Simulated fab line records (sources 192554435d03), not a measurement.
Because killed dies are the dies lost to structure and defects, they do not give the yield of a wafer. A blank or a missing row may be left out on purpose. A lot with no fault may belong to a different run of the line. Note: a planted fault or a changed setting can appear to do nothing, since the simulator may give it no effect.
fab line records ; flow n5-finfet
record: lots: 7; wafers: 39
route steps=1938 shown WELL_APT@39 PMOS_HMC_CHANNEL_EPI@78 FIN_SAQP@102 STI_FIN_REVEAL@204 DUMMY_GATE@237 HKMG_FIN@421 MOL_CONTACT_COAG@559 BEOL_M4@1111
start-h: hours from the record's first day to the start of the lot's first wafer shown ; wait-h: hours since the lot's step before ; " the same as in the row above ; L1.1+2: a row that stands for several wafers ; - value missing, or start not given ; * or withheld: withheld ; < > ~ a bound
route shown NAME@n: names a module that has steps shown in the file, with the first one's number in the route ; usual: mean/standard deviation of fault-free wafers ; same: alike in all rows ; chamber/n: place in a boat ; sites: readings site by site ; _std_site: the standard deviation of these ; _edge_site: inner sites' mean taken away from outer sites' mean ; radius-mm: how far each site lies from the wafer's centre ; mask NAME#n: copy n ; behind: the tool/chamber that last shaped the wafer ; hold: cause of the lot's hold/its duration in hours/its outcome ; device: the n, p or np transistor that did not switch ; end of line: tests run on the same wafers once the route is complete ; for a step that has no rows: nothing shown but its recipe ; killed: at the first sort, the dies lost to defects and structure; wafer yield is something else ; map: shows each die of a wafer: x if killed, . if not, _ if none is there
set.NAME: setting as actually run; set.NAME@STEP: the setting as run at that earlier step ; model.NAME: the simulator's own value behind a step, which no gauge read
lots with deliberately changed settings; one table per step, one row per wafer
== steps ==
step: N5_WELL_APT_EXPOSE_22
recipe: mask-id: PWELL; na: 0.8; source-shape: conventional; sigma-outer: 0.8; polarization: unpolarized; defocus-nm: 0; target-cd-nm: 200; dose-mj: 23.2
step: N5_PMOS_HMC_CHANNEL_EPI_EPI_20
recipe: material: SiGe30; mask-material: SiO2; pressure-torr: 20; target-thk-a: 590; temp-c: 600
step: N5_FIN_SAQP_HM_DEP_72
recipe: material: SiO2; target-thk-a: 120; temp-c: 400; precursor: SiH4/N2O; pressure-torr: 0.75; rf-w: 275; time-s: 7.2
step: N5_STI_FIN_REVEAL_OXIDATION_33
recipe: chemistry: O2_PLASMA_REMOTE; temp-c: 150; time-s: 20; pressure-mtorr: 1000; source-power-w: 2000; o2-flow-sccm: 3000
step: N5_DUMMY_GATE_ETCH_37
recipe: chemistry: N2/H2; target: SOC; target-depth-a: 600; overetch-a: 300; temp-c: 40; ion-energy-ev: 200; pressure-mtorr: 30; source-w: 840; bias-w: 150; n2-flow-sccm: 200; h2-flow-sccm: 200
step: N5_DUMMY_GATE_ETCH_31
recipe: chemistry: C4F6/O2; target: SiO2; mask-material: SOC; target-depth-a: 825; time-s: 27.5; ion-energy-ev: 250; pressure-mtorr: 30; source-w: 345; bias-w: 185; Ar_flow_sccm: 300; C4F6_flow_sccm: 10; O2_flow_sccm: 10
step: N5_DUMMY_GATE_ETCH_44
recipe: chemistry: HBr/O2; over-etch-frac: 0.7; target-depth-a: 1275; stop-on: SiO2; ion-energy-ev: 60; bias-w: 20; target: poly-Si; mask-material: SiO2; pressure-mtorr: 20; icp-w: 400; HBr_flow_sccm: 120; O2_flow_sccm: 10
step: N5_HKMG_FIN_PWFM_ALD_03
recipe: material: TiN; target-thk-a: 20; temp-c: 400; ald-precursor-family: TiCl4; ald-co-reactant: NH3; pulse-time-s: 1; purge-time-s: 3; co-reactant-purge-time-s: 2; co-reactant-pulse-time-s: 2; ald-cycles: 91; pressure-torr: 3
step: N5_MOL_CONTACT_COAG_ALD_27
recipe: material: SiOC; target-thk-a: 170; temp-c: 400; ald-precursor-family: carbosiloxane; ald-co-reactant: H2-plasma; pulse-time-s: 1.5; time-s: 2720; purge-time-s: 2; co-reactant-purge-time-s: 2; ald-cycles: 340; pressure-torr: 2
step: N5_BEOL_M4_RC_MEAS_101
usual: VT_P: -250/3.7; VT_P_LONG: -276/3.1; VT_P_LVT: -99/3.6
lot.wafer;tool;chamber;start-h;wait-h;set.dose-mj@WELL_APT_EXPOSE_22;set.temp-c@PMOS_HMC_CHANNEL_EPI_EPI_20;set.time-s@FIN_SAQP_HM_DEP_72;set.time-s@STI_FIN_REVEAL_OXIDATION_33;set.source-w@DUMMY_GATE_ETCH_37;set.target-depth-a@DUMMY_GATE_ETCH_31;set.target-depth-a@DUMMY_GATE_ETCH_44;set.ald-cycles@HKMG_FIN_PWFM_ALD_03;set.ald-cycles@MOL_CONTACT_COAG_ALD_27;VT_P[mV];VT_P_LONG[mV];VT_P_LVT[mV]
L079.1;prober-01;0;204.56;0.0;23.2;600;7.2;20;933.4;919.2;1223;91;304;-253;-279;-99
L079.2;prober-01;0;204.56;0.0;23.2;603.7;7.896;20;933.4;825;1275;91;340;-257;-281;-105
L079.3;prober-01;0;204.56;0.0;21.7;600;7.2;20;840;825;1223;95;304;-251;-274;-98
L079.4;prober-01;0;204.56;0.0;23.2;600;7.896;20;840;919.2;1275;95;304;-246;-276;-95
L079.5;prober-01;0;204.56;0.0;21.7;603.7;7.2;20;840;919.2;1275;91;340;-257;-279;-105
L079.6;prober-01;0;204.56;0.0;21.7;603.7;7.896;20;933.4;825;1223;95;340;-252;-278;-101
L081.1;prober-02;0;224.14;0.0;23.73;600;7.2;15.26;768.7;780.7;1429;91;340;-247;-272;-96
L081.2;prober-02;0;224.14;0.0;23.73;600;7.2;15.26;840;780.7;1275;94;286;-247;-270;-94
L081.3;prober-02;0;224.14;0.0;23.2;600;6.592;15.26;840;825;1275;91;340;-245;-272;-95
L081.4;prober-02;0;224.14;0.0;23.73;600;6.592;20;840;825;1429;94;340;-248;-273;-96
L081.5;prober-02;0;224.14;0.0;23.2;600;7.2;20;768.7;825;1429;94;286;-246;-272;-92
L081.6;prober-02;0;224.14;0.0;23.2;600;6.592;20;768.7;780.7;1275;91;286;-251;-276;-98
L080.1;prober-01;0;233.22;0.0;23.2;600;7.2;20;840;825;1366;91;304;-252;-276;-99
L080.2;prober-01;0;233.22;0.0;23.2;600;7.2;20;840;825;1366;96;340;-247;-272;-98
L080.3;prober-01;0;233.22;0.0;22.65;600;7.2;20;840;825;1275;96;340;-248;-276;-96
L080.4;prober-01;0;233.22;0.0;23.2;600;7.2;20;840;825;1275;96;304;-246;-273;-97
L080.5;prober-01;0;233.22;0.0;22.65;600;7.2;20;840;825;1366;91;304;-251;-279;-102
L080.6;prober-01;0;233.22;0.0;22.65;600;7.2;20;840;825;1275;91;340;-250;-278;-98
L085.1;prober-02;0;237.03;0.0;25.05;600;7.779;20;686.8;825;1275;84;340;-258;-280;-106
L085.2;prober-02;0;237.03;0.0;23.2;600;7.2;20;840;756;1140;84;340;-256;-278;-104
L085.3;prober-02;0;237.03;0.0;25.05;600;7.779;20;686.8;756;1140;84;340;-259;-280;-106
L085.4;prober-02;0;237.03;0.0;23.2;597.3;7.779;20;840;825;1140;91;340;-253;-273;-100
L085.5;prober-02;0;237.03;0.0;25.05;597.3;7.2;20;840;825;1275;91;340;-246;-274;-96
L085.6;prober-02;0;237.03;0.0;23.2;597.3;7.2;20;686.8;756;1275;91;340;-250;-275;-101
L087.1;prober-01;0;270.96;0.0;23.2;600;7.2;20;840;786.5;1141;84;340;-257;-285;-108
L087.2;prober-01;0;270.96;0.0;23.2;604.3;7.988;17.59;840;786.5;1141;91;340;-253;-278;-102
L087.3;prober-01;0;270.96;0.0;23.2;604.3;7.2;17.59;840;825;1141;91;312;-252;-278;-102
L087.4;prober-01;0;270.96;0.0;23.2;600;7.2;17.59;840;786.5;1275;84;312;-257;-283;-106
L087.5;prober-01;0;270.96;0.0;23.2;604.3;7.988;20;840;825;1275;84;340;-262;-285;-112
L087.6;prober-01;0;270.96;0.0;23.2;600;7.988;20;840;825;1275;91;312;-253;-279;-102
L091.3;prober-02;0;282.98;0.3;23.2;600;7.2;20;840;825;1275;91;340;-244;-271;-93
L091.5;prober-02;0;282.98;0.3;23.2;600;7.2;20;840;825;1275;91;340;-242;-273;-91
L091.6;prober-02;0;282.98;0.3;23.2;600;7.2;20;840;825;1275;91;340;-242;-274;-93
L097.1;prober-01;0;355.73;0.0;23.2;600;7.2;23.15;762.5;825;1275;91;340;-253;-280;-102
L097.2;prober-01;0;355.73;0.0;23.2;595.9;6.882;20;762.5;908.2;1275;91;340;-251;-276;-97
L097.3;prober-01;0;355.73;0.0;24.53;595.9;6.882;23.15;840;825;1184;91;340;-252;-276;-100
L097.4;prober-01;0;355.73;0.0;24.53;600;6.882;23.15;762.5;908.2;1184;91;340;-250;-275;-99
L097.5;prober-01;0;355.73;0.0;23.2;595.9;7.2;20;840;825;1184;91;340;-251;-275;-97
L097.6;prober-01;0;355.73;0.0;24.53;600;7.2;20;840;908.2;1275;91;340;-255;-280;-103
== key ==
split: step: N5_WELL_APT_EXPOSE_22; setting: dose-mj; stated-as: 23.2
response none clear
split: step: N5_PMOS_HMC_CHANNEL_EPI_EPI_20; setting: temp-c; stated-as: 600
response none clear
split: step: N5_FIN_SAQP_HM_DEP_72; setting: time-s; stated-as: 7.2
response none clear
split: step: N5_STI_FIN_REVEAL_OXIDATION_33; setting: time-s; stated-as: 20
response none clear
split: step: N5_DUMMY_GATE_ETCH_37; setting: source-w; stated-as: 840
response none clear
split: step: N5_DUMMY_GATE_ETCH_31; setting: target-depth-a; stated-as: 825
response none clear
split: step: N5_DUMMY_GATE_ETCH_44; setting: target-depth-a; stated-as: 1275
response none clear
split: step: N5_HKMG_FIN_PWFM_ALD_03; setting: ald-cycles; stated-as: 91
response: step: N5_BEOL_M4_RC_MEAS_101; reading: VT_P_LONG; slope: +0.719; per: 1%; together-with: all; explained: 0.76
response: step: N5_BEOL_M4_RC_MEAS_101; reading: VT_P; slope: +0.868; per: 1%; together-with: all; explained: 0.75
response: step: N5_BEOL_M4_RC_MEAS_101; reading: VT_P_LVT; slope: +0.729; per: 1%; together-with: all; explained: 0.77
split: step: N5_MOL_CONTACT_COAG_ALD_27; setting: ald-cycles; stated-as: 340
response none clear
